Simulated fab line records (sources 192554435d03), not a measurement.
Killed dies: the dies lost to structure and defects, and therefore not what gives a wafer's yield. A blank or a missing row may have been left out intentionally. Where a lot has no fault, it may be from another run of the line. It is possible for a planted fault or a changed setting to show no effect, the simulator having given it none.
Comparing a struck lot with a sound one	flow n5_finfet	14 out of 1938 route steps
Sound: wafers L547.1, L547.2, L547.3. Struck: wafer L558.4. (L558.1, L558.6 of the same lot were not struck and are left out.) The cause comes at the end.
For every step that has rows: the tool of each side, followed by ch and its chambers, followed by its first start. Under that, the readings that differ: sound wafers	struck wafers	difference of the means	sigmas: that difference in standard deviations of wafers without a fault.
alike: readings with means less than 2 such deviations apart, plus words and numbers identical on both sides. not compared: withheld readings, readings lacking a value on some wafer, bounds such as >300 that could conceal the same value, and numbers that have no deviation in the record and whose values overlap.
The two part at a step that has a row with sigmas, a row that says differs or no value, or rows on one side only. When numbers do not overlap yet have no deviation, they are printed without sigmas and do not part them. Lack of a reading on every wafer of one side parts them only where that side has two or more wafers.

first, 8 steps without rows for these wafers: N5_PASSIVATION_HMDS_37 (time 60 s); N5_PASSIVATION_COAT_38; N5_PASSIVATION_EBR_40; N5_PASSIVATION_SOFTBAKE_39 (time 120 s); N5_PASSIVATION_EXPOSE_41 (exposes mask PASS OPEN, defocus 0 nm, target cd 40000 nm); N5_PASSIVATION_PEB_42; N5_PASSIVATION_DEVELOP_43 (develop time 60 s); N5_PASSIVATION_HARDBAKE_45 (time 120 s).
N5_PASSIVATION_CD_MEAS_44: target cd 40000 nm.
  sound on cd_sem-02 ch 0, day 13 07:11; struck on cd_sem-03 ch 0, day 16 07:44
  alike: cd_nm
N5_PASSIVATION_OVL_MEAS_66:
  sound on overlay-02 ch 0, day 13 07:13; struck on overlay-01 ch 0, day 16 07:46
  alike: PASS_OPEN_OVL
N5_PASSIVATION_INSPECT_67: inspects for defects (macro).
  sound on defect_inspect-01, day 13 07:14; struck on defect_inspect-02, day 16 07:47
  alike: raw_defect_count
N5_PASSIVATION_DESCUM_46: chemistry O2, time 7.9 s.
  sound on rie_diel-02 ch 0,1,3, day 13 07:16; struck on rie_diel-04 ch 2, day 16 07:50
reading	sound	struck	difference	sigmas
chamber_pressure_mTorr (mTorr)	19.988 20.013 19.987	19.959	-0.037	-2
  alike: drypump_motor_current_A, oes_product_au, rf_vpp_V, showerhead_plenum_p_Torr, throttle_valve_pct
  not compared: rf_hours_counter_h
N5_PASSIVATION_PASS_ETCH_47: etches SiNx in CF4/O2, target depth 770 nm, time 385 s.
  sound on rie_diel-02 ch 0,1,3, day 13 07:18; struck on rie_diel-04 ch 2, day 16 07:52
reading	sound	struck	difference	sigmas
chamber_pressure_mTorr (mTorr)	39.96 39.97 39.99	40.06	+0.09	+2
model.etch.depth_nm (nm)	802.6 768.3 751.5	1031	+257	
  alike: bias_w, cf4_flow_sccm, drypump_motor_current_A, oes_f_703_au, oes_product_au, rf_vpp_V, showerhead_plenum_p_Torr, throttle_valve_pct
  not compared: rf_hours_counter_h
N5_PASSIVATION_ETCH_54: etches SiO2 in CHF3/O2, target depth 880 nm, time 440 s.
  sound on rie_diel-02 ch 0,1,3, day 13 07:32; struck on rie_diel-04 ch 2, day 16 08:05
  alike: bias_w, chamber_pressure_mTorr, drypump_motor_current_A, oes_f_703_au, oes_product_au, rf_vpp_V, showerhead_plenum_p_Torr, throttle_valve_pct
  not compared: rf_hours_counter_h

== WHERE THEY PART ==
First at N5_PASSIVATION_DESCUM_46; last, within this record, at N5_PASSIVATION_PASS_ETCH_47. Later steps at which nothing parts them and some readings are alike: N5_PASSIVATION_ETCH_54.

WHY: whatever the simulator had introduced
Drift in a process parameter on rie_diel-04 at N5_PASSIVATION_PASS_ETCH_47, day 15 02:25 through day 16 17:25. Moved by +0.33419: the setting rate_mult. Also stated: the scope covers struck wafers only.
